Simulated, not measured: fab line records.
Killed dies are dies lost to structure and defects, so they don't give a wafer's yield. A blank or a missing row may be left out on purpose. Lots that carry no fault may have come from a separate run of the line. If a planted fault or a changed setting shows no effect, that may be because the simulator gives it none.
fab line records ; flow nand_harc
[record] lots = 7; wafers = 18; last_day = 32
route steps=1302 shown A_DECK1_JOINT@533 A_ONON_D2@545 END@1302
lots untouched by any fault: they come from a run of this same line in which no faults occurred
start_h: hours from the record's opening day to when the first of the lot's shown wafers began ; wait_h: hours from the lot's prior step to this one ; " unchanged from the row above ; L1.1+2: one row covering several wafers at once ; - no value, or no start given ; * or withheld: withheld ; < > ~ a bound
route shown NAME@n: names a module that has steps shown in the file, with the first one's number in the route ; usual: mean and standard deviation over wafers with no fault ; same: alike in all rows ; chamber/n: place in a boat ; sites: each site's reading ; _std_site: the standard deviation of these ; _edge_site: mean of outer sites minus mean of inner sites ; radius_mm: for every site, how far away it sits from the centre of the wafer ; mask NAME#n: copy n ; behind: the last tool/chamber to shape the wafer ; hold: cause of the lot's hold/its duration in hours/its outcome ; device: which transistor (n, p or np) failed to switch ; end of line: the tests these same wafers got at the end of their route ; for a step that has no rows: nothing shown but its recipe ; killed: dies that structure and defects cost at the first sort, which is not the same as the wafer's yield ; map: per-die view of a wafer (x killed, . not killed, _ where there is no die)
set.NAME: the setting the step ran with; set.NAME@STEP: the setting that earlier step ran with ; model.NAME: the simulator's own value behind a step, which no gauge read
lots at selected steps of the route; one table per step, one row per wafer
services: when a tool's chamber went out of use (start_h, in hours from the record's first day, below 0 if earlier), for how many hours, and the reason
[[steps]]
[step NHARC_A_DECK1_JOINT_CVD_34]
[recipe] target_thk_a = 200; temp_c = 700; pressure_mtorr = 300; material = SiNx
[step NHARC_A_DECK1_JOINT_DEP_06]
[recipe] target_thk_a = 800; temp_c = 65; material = SiOx
[step NHARC_A_DECK1_JOINT_CURE_26]
[recipe] temp_c = 150; time_s = 32; pressure_atm = 0.395
[step NHARC_A_DECK1_JOINT_ANNEAL_27]
[recipe] temp_c = 400; time_s = 3600; idle_temp_c = 300; ramp_up_c_per_min = 10; densification_p_h2o_torr = 640
[step NHARC_A_DECK1_JOINT_ANNEAL_28]
[recipe] temp_c = 500; time_s = 1800; idle_temp_c = 400; ramp_up_c_per_min = 10; densification_p_h2o_torr = 640
[step NHARC_A_DECK1_JOINT_ANNEAL_29]
[recipe] temp_c = 750; time_s = 1800; idle_temp_c = 500; ramp_up_c_per_min = 10; ramp_down_c_per_min = 3
[step NHARC_A_DECK1_JOINT_CMP_02]
[recipe] material = SiOx
[usual] motor_current_A = 11.5/1
lot.wafer;tool;chamber;start_h;wait_h;motor_current_A
L567.3;cmp-02;0;283.55;0.5;11.6
L567.5;cmp-02;3;283.55;0.5;11.5
L567.6;cmp-02;0;283.55;0.5;11.4
L574.1;cmp-02;3;363.70;0.4;12.0
L574.5;cmp-02;3;363.70;0.4;11.4
L575.2;cmp-03;2;381.30;0.4;11.2
L575.1;cmp-03;3;381.30;0.4;10.8
L578.2;cmp-01;1;398.60;0.4;11.4
L578.1;cmp-01;0;398.60;0.4;10.8
L584.4;cmp-03;3;445.97;0.4;10.2
L584.3;cmp-03;0;445.97;0.4;14.7
L584.2;cmp-03;1;445.97;0.4;11.6
L587.1;cmp-03;2;487.35;0.4;10.7
L587.6;cmp-03;0;487.35;0.4;14.9
L587.5;cmp-03;1;487.35;0.4;11.3
L586.1;cmp-02;2;487.35;0.4;11.6
L586.3;cmp-02;3;487.35;0.4;11.8
L586.6;cmp-02;0;487.35;0.4;11.8
[step NHARC_A_DECK1_JOINT_SRD_15]
[step NHARC_A_DECK1_JOINT_DEP_16]
[recipe] target_thk_a = 450; temp_c = 400; pressure_torr = 6.5; rf_w = 900; teos_flow_sccm = 161.4; flow_sccm = 2650; target_thk_nm = 45; gas = O2; material = SiO2
[usual] heater_power_w = 590/95; throttle_valve_pct = 15.8/0.61
lot.wafer;tool;chamber;start_h;wait_h;heater_power_w;throttle_valve_pct
L567.3;pecvd-02;2;283.94;0.1;673;15.3
L567.5;pecvd-02;1;283.94;0.1;499;15.5
L567.6;pecvd-02;2;283.94;0.1;689;15.1
L574.1;pecvd-03;2;364.21;0.2;627;16.2
L574.5;pecvd-03;2;364.21;0.2;613;16.2
L575.1;pecvd-03;0;381.69;0.1;756;16.5
L575.2;pecvd-03;1;381.69;0.1;472;16.2
L578.2;pecvd-03;0;398.99;0.1;771;16.4
L578.1;pecvd-03;2;398.99;0.1;615;16.8
L584.2;pecvd-04;2;446.36;0.1;443;16.0
L584.3;pecvd-04;0;446.36;0.1;486;15.6
L584.4;pecvd-04;2;446.36;0.1;447;16.2
L586.3;pecvd-04;2;487.69;0.1;513;15.6
L586.1;pecvd-04;1;487.69;0.1;553;15.3
L586.6;pecvd-04;0;487.69;0.1;445;15.3
L587.1;pecvd-02;1;487.74;0.1;554;15.3
L587.5;pecvd-02;2;487.74;0.1;614;15.0
L587.6;pecvd-02;1;487.74;0.1;551;15.0
[step NHARC_A_DECK1_JOINT_THK_MEAS_17]
[recipe] thk_meas_gauge = ellipsometry
[usual] thk_nm = 44.9/1.1
lot.wafer;tool;chamber;start_h;wait_h;thk_nm
L567.3;film_metro-02;-;284.19;0.2;44.6
L567.5;film_metro-02;-;284.19;0.2;44.6
L567.6;film_metro-02;-;284.19;0.2;43.3
L574.1;film_metro-01;-;364.43;0.2;45.7
L574.5;film_metro-01;-;364.43;0.2;45.0
L575.1;film_metro-01;-;381.97;0.3;45.3
L575.2;film_metro-01;-;381.97;0.3;45.4
L578.1;film_metro-02;-;399.27;0.2;44.2
L578.2;film_metro-02;-;399.27;0.2;44.3
L584.2;film_metro-01;-;446.62;0.2;45.2
L584.3;film_metro-01;-;446.62;0.2;45.8
L584.4;film_metro-01;-;446.62;0.2;45.7
L587.1;film_metro-01;-;487.97;0.2;45.6
L587.5;film_metro-01;-;487.97;0.2;43.5
L587.6;film_metro-01;-;487.97;0.2;44.3
L586.1;film_metro-02;-;487.97;0.2;42.6
L586.3;film_metro-02;-;487.97;0.2;47.1
L586.6;film_metro-02;-;487.97;0.2;44.8
[step NHARC_A_DECK1_JOINT_INSPECT_05]
[usual] raw_defect_count = 290/120
lot.wafer;tool;chamber;start_h;wait_h;raw_defect_count
L567.3;defect_inspect-01;-;284.23;0.0;250
L567.5;defect_inspect-01;-;284.23;0.0;242
L567.6;defect_inspect-01;-;284.23;0.0;232
L574.1;defect_inspect-02;-;364.46;0.0;447
L574.5;defect_inspect-02;-;364.46;0.0;609
L575.1;defect_inspect-02;-;382.00;0.0;264
L575.2;defect_inspect-02;-;382.00;0.0;241
L578.1;defect_inspect-02;-;399.31;0.0;202
L578.2;defect_inspect-02;-;399.31;0.0;305
L584.2;defect_inspect-01;-;446.65;0.0;332
L584.3;defect_inspect-01;-;446.65;0.0;266
L584.4;defect_inspect-01;-;446.65;0.0;509
L587.1;defect_inspect-02;-;488.00;0.0;625
L587.5;defect_inspect-02;-;488.00;0.0;462
L587.6;defect_inspect-02;-;488.00;0.0;577
L586.1;defect_inspect-01;-;488.00;0.0;328
L586.3;defect_inspect-01;-;488.00;0.0;434
L586.6;defect_inspect-01;-;488.00;0.0;301
[step NHARC_A_ONON_D2_DEP_00]
[recipe] target_thk_a = 10000; n2_flow_sccm = 2750; n2o_flow_sccm = 2000; nh3_flow_sccm = 500; sih4_flow_sccm = 210; temp_c = 400
[usual] n2_flow_sccm = 2750/8.3; nh3_flow_sccm = 500.0/1.6
lot.wafer;tool;chamber;start_h;wait_h;n2_flow_sccm;nh3_flow_sccm
L567.3;pecvd_onon-04;0;284.41;0.2;2750;499.3
L567.5;pecvd_onon-04;0;284.41;0.2;2753;500.7
L567.6;pecvd_onon-04;0;284.41;0.2;2752;500.1
L574.1;pecvd_onon-04;0;364.53;0.1;2754;500.8
L574.5;pecvd_onon-04;0;364.53;0.1;2743;501.1
L575.1;pecvd_onon-04;0;382.07;0.1;2748;498.7
L575.2;pecvd_onon-04;0;382.07;0.1;2758;499.2
L578.1;pecvd_onon-04;0;399.38;0.1;2751;500.6
L578.2;pecvd_onon-04;0;399.38;0.1;2754;497.9
L584.2;pecvd_onon-03;0;446.78;0.1;2754;501.8
L584.3;pecvd_onon-03;0;446.78;0.1;2733;499.0
L584.4;pecvd_onon-03;0;446.78;0.1;2747;498.1
L587.1;pecvd_onon-04;0;488.07;0.1;2767;501.5
L587.5;pecvd_onon-04;0;488.07;0.1;2761;500.9
L587.6;pecvd_onon-04;0;488.07;0.1;2769;501.2
L586.1;pecvd_onon-03;0;488.07;0.1;2737;499.7
L586.3;pecvd_onon-03;0;488.07;0.1;2745;500.7
L586.6;pecvd_onon-03;0;488.07;0.1;2757;495.7
[step NHARC_A_ONON_D2_THK_MEAS_02]
[recipe] thk_meas_gauge = ellipsometry
[usual] thk_nm = 1004/7.1
lot.wafer;tool;chamber;start_h;wait_h;thk_nm
L567.3;film_metro-01;-;284.80;-;1014
L567.5;film_metro-01;-;284.80;-;1012
L567.6;film_metro-01;-;284.80;-;1012
L574.1;film_metro-02;-;365.04;-;568
L574.5;film_metro-02;-;365.04;-;566
L575.1;film_metro-01;-;382.58;-;544
L575.2;film_metro-01;-;382.58;-;995
L578.1;film_metro-01;-;399.89;-;555
L578.2;film_metro-01;-;399.89;-;1007
L584.2;film_metro-01;-;447.23;-;998
L584.3;film_metro-01;-;447.23;-;997
L584.4;film_metro-01;-;447.23;-;998
L587.1;film_metro-01;-;488.58;-;1002
L587.5;film_metro-01;-;488.58;-;1002
L587.6;film_metro-01;-;488.58;-;1003
L586.1;film_metro-02;-;488.59;-;1001
L586.3;film_metro-02;-;488.59;-;1001
L586.6;film_metro-02;-;488.59;-;1000
[step NHARC_A_ONON_D2_DEP_03]
[recipe] target_thk_a = 10000; n2_flow_sccm = 2750; n2o_flow_sccm = 2000; nh3_flow_sccm = 500; sih4_flow_sccm = 210; temp_c = 400
[step NHARC_END_SORT_01]
[recipe] temp_c = 25
[usual] killed_at_array = 55/19; killed_at_other = 0.8/1.1; killed_at_periphery = 4.0/2.6; killed_dies = 60/20; killed_open = 3.4/1.7; killed_short = 2.6/1.5
[same] gross_dies = 677
lot.wafer;tool;chamber;start_h;wait_h;killed_at_array;killed_at_other;killed_at_periphery;killed_dies;killed_open;killed_short
L574.1;prober-02;0;658.18;2.5;672;2;3;677;4;2
L574.5;prober-02;0;661.38;3.7;671;2;4;677;2;3
L575.1;prober-02;0;674.59;2.5;675;0;2;677;5;2
L578.1;prober-01;0;682.44;2.5;676;0;1;677;4;6
L584.2;prober-01;0;752.01;2.8;65;3;6;74;4;1
L584.3;prober-01;0;752.80;3.1;47;1;2;50;4;4
L584.4;prober-01;0;753.59;3.4;57;1;0;58;1;4
// killed by level:class
L574.1 A_ONON_D2:area_dep=598 A_CHANNEL_HOLE_D1:chamber_film_flake=35 A_SLIT:chamber_film_flake=26 P_ZERO_WELL:chamber_film_flake=3 A_CHANNEL_HOLE_D2:chamber_film_flake=3 A_CHANNEL_FILL_D2:geometric_particle:short=2 A_M0:geometric_particle:open=2 A_CHANNEL_FILL_D1:chamber_film_flake=2
L574.5 A_ONON_D2:area_dep=592 A_SLIT:chamber_film_flake=31 A_CHANNEL_HOLE_D1:chamber_film_flake=29 A_CHANNEL_HOLE_D2:chamber_film_flake=10 P_BONDPAD:chamber_film_flake=2 A_STAIRCASE:chamber_film_flake=2 A_CONTACT:chamber_film_flake=2 THIN_TSV:chamber_film_flake=2
L575.1 A_ONON_D2:area_dep=626 A_CHANNEL_HOLE_D1:chamber_film_flake=27 A_STAIRCASE:chamber_film_flake=8 A_CHANNEL_HOLE_D2:chamber_film_flake=5 A_WL_FILL:chamber_film_flake=2 A_CHANNEL_FILL_D1:geometric_particle:open=1 A_ONON_D2:geometric_particle:open=1 A_ONON_D2:geometric_particle:short=1
L578.1 A_ONON_D2:area_dep=603 A_SLIT:chamber_film_flake=37 A_STAIRCASE:chamber_film_flake=7 A_WL_FILL:chamber_film_flake=6 A_CHANNEL_HOLE_D2:chamber_film_flake=5 A_CHANNEL_HOLE_D1:chamber_film_flake=3 A_CHANNEL_FILL_D2:chamber_film_flake=3 A_M0:geometric_particle:short=2
L584.2 A_SLIT:chamber_film_flake=18 A_CHANNEL_HOLE_D1:chamber_film_flake=15 A_CHANNEL_HOLE_D2:chamber_film_flake=12 A_CONTACT:chamber_film_flake=6 A_SGD_CUT:chamber_film_flake=6 A_STAIRCASE:chamber_film_flake=4 THIN_TSV:chamber_film_flake=3 P_GATE:chamber_film_flake=2
L584.3 A_SLIT:chamber_film_flake=18 A_CHANNEL_HOLE_D1:chamber_film_flake=6 A_CHANNEL_HOLE_D2:chamber_film_flake=6 A_CONTACT:chamber_film_flake=5 A_CHANNEL_FILL_D2:geometric_particle:open=2 P_CONTACT:chamber_film_flake=2 A_STAIRCASE:chamber_film_flake=2 A_SGD_CUT:chamber_film_flake=2
L584.4 A_SLIT:chamber_film_flake=20 A_CHANNEL_HOLE_D2:chamber_film_flake=14 A_CHANNEL_HOLE_D1:chamber_film_flake=5 A_CONTACT:chamber_film_flake=5 A_SGD_CUT:chamber_film_flake=4 A_STAIRCASE:chamber_film_flake=3 A_CHANNEL_FILL_D2:geometric_particle:short=2 A_ONON_D1:geometric_particle:short=1
// map L574.1 (x killed, . not)
____________x____________
_________xxxxxxx_________
_______xxxxxxxxxxx_______
______xxxxxxxxxxxxx______
_____xxxxxxxxxxxxxxx_____
____xxxxxxxxxxxxxxxxx____
____xxxxxxxxxxxxxxxxx____
___xxxxxxxxxxxxxxxxxxx___
___xxxxxxxxxxxxxxxxxxx___
__xxxxxxxxxxxxxxxxxxxxx__
__xxxxxxxxxxxxxxxxxxxxx__
_xxxxxxxxxxxxxxxxxxxxxxx_
_xxxxxxxxxxxxxxxxxxxxxxx_
_xxxxxxxxxxxxxxxxxxxxxxx_
_xxxxxxxxxxxxxxxxxxxxxxx_
_xxxxxxxxxxxxxxxxxxxxxxx_
xxxxxxxxxxxxxxxxxxxxxxxxx
xxxxxxxxxxxxxxxxxxxxxxxxx
xxxxxxxxxxxxxxxxxxxxxxxxx
xxxxxxxxxxxxxxxxxxxxxxxxx
xxxxxxxxxxxxxxxxxxxxxxxxx
_xxxxxxxxxxxxxxxxxxxxxxx_
_xxxxxxxxxxxxxxxxxxxxxxx_
_xxxxxxxxxxxxxxxxxxxxxxx_
_xxxxxxxxxxxxxxxxxxxxxxx_
_xxxxxxxxxxxxxxxxxxxxxxx_
__xxxxxxxxxxxxxxxxxxxxx__
__xxxxxxxxxxxxxxxxxxxxx__
___xxxxxxxxxxxxxxxxxxx___
___xxxxxxxxxxxxxxxxxxx___
____xxxxxxxxxxxxxxxxx____
____xxxxxxxxxxxxxxxxx____
_____xxxxxxxxxxxxxxx_____
______xxxxxxxxxxxxx______
_______xxxxxxxxxxx_______
_________xxxxxxx_________
____________x____________
// map L575.1 (x killed, . not)
____________x____________
_________xxxxxxx_________
_______xxxxxxxxxxx_______
______xxxxxxxxxxxxx______
_____xxxxxxxxxxxxxxx_____
____xxxxxxxxxxxxxxxxx____
____xxxxxxxxxxxxxxxxx____
___xxxxxxxxxxxxxxxxxxx___
___xxxxxxxxxxxxxxxxxxx___
__xxxxxxxxxxxxxxxxxxxxx__
__xxxxxxxxxxxxxxxxxxxxx__
_xxxxxxxxxxxxxxxxxxxxxxx_
_xxxxxxxxxxxxxxxxxxxxxxx_
_xxxxxxxxxxxxxxxxxxxxxxx_
_xxxxxxxxxxxxxxxxxxxxxxx_
_xxxxxxxxxxxxxxxxxxxxxxx_
xxxxxxxxxxxxxxxxxxxxxxxxx
xxxxxxxxxxxxxxxxxxxxxxxxx
xxxxxxxxxxxxxxxxxxxxxxxxx
xxxxxxxxxxxxxxxxxxxxxxxxx
xxxxxxxxxxxxxxxxxxxxxxxxx
_xxxxxxxxxxxxxxxxxxxxxxx_
_xxxxxxxxxxxxxxxxxxxxxxx_
_xxxxxxxxxxxxxxxxxxxxxxx_
_xxxxxxxxxxxxxxxxxxxxxxx_
_xxxxxxxxxxxxxxxxxxxxxxx_
__xxxxxxxxxxxxxxxxxxxxx__
__xxxxxxxxxxxxxxxxxxxxx__
___xxxxxxxxxxxxxxxxxxx___
___xxxxxxxxxxxxxxxxxxx___
____xxxxxxxxxxxxxxxxx____
____xxxxxxxxxxxxxxxxx____
_____xxxxxxxxxxxxxxx_____
______xxxxxxxxxxxxx______
_______xxxxxxxxxxx_______
_________xxxxxxx_________
____________x____________
[[services]]
tool;chamber;start_h;hours;kind
cmp-03;-;260.33;4.0;pm
cmp-02;-;260.38;0.3;repair
pecvd-04;-;269.12;13.0;pm
pecvd-02;1;292.36;3.5;repair
cmp-02;-;306.59;4.2;repair
pecvd_onon-04;-;311.00;13.0;pm
pecvd-04;-;313.03;0.6;repair
pecvd-04;-;319.65;0.9;repair
pecvd-04;1;322.90;18.7;repair
cmp-02;-;330.50;4.0;pm
cmp-03;-;343.09;0.4;repair
cmp-03;-;358.33;4.0;pm
pecvd_onon-03;-;361.56;11.3;repair
pecvd-02;-;363.02;1.0;repair
pecvd-03;-;366.43;13.0;pm
cmp-03;-;378.63;2.0;repair
pecvd-02;-;397.18;0.7;repair
pecvd_onon-03;-;408.34;13.0;pm
cmp-02;-;428.50;4.0;pm
cmp-02;-;452.40;1.7;repair
cmp-03;-;453.92;3.0;repair
cmp-03;-;474.58;0.8;repair
cmp-02;-;477.46;0.7;repair
cmp-03;-;483.79;3.0;repair
[[key]]
[first_sign] step = NHARC_A_ONON_D2_THK_MEAS_02; reading = thk_nm; direction = down; sigmas = 63; usual = 1004; struck = 558
[effect] step = NHARC_END_SORT_01; reading = killed_at_array; direction = up; sigmas = 32; usual = 55; struck = 674
[more_kills_born_at] NHARC_A_ONON_D2_DEP_00@pecvd_onon-04 = 2419
met_at NHARC_A_ONON_D2_DEP_00
struck_wafers L574.1,L574.5,L575.1,L578.1
later_rows_left_out L574.1,L574.5,L575.1,L578.1
tester_left_out L574,L575,L578
onset_between 284.41 364.53
[fault] kind = process_parameter_drift; tool = pecvd_onon-04; chamber = -; onset_h = 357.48; steps = NHARC_A_ONON_D2_DEP_00; channel = target_thk_a; offset = *; shape = step; end_h = 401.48; scope = struck_wafers_only; acts_in = *; stated = *
// tester_left_out: of these lots the tester's yield and bins aren't shown, on N5 and GAA mostly nor the transistor test; their killed dies are dies lost to structure and defects alone, not to doping, threshold or leakage, so they don't give the yield
// later_rows_left_out: the simulator's readings of these wafers behind a module that went badly wrong aren't trusted and aren't shown, but for the sort
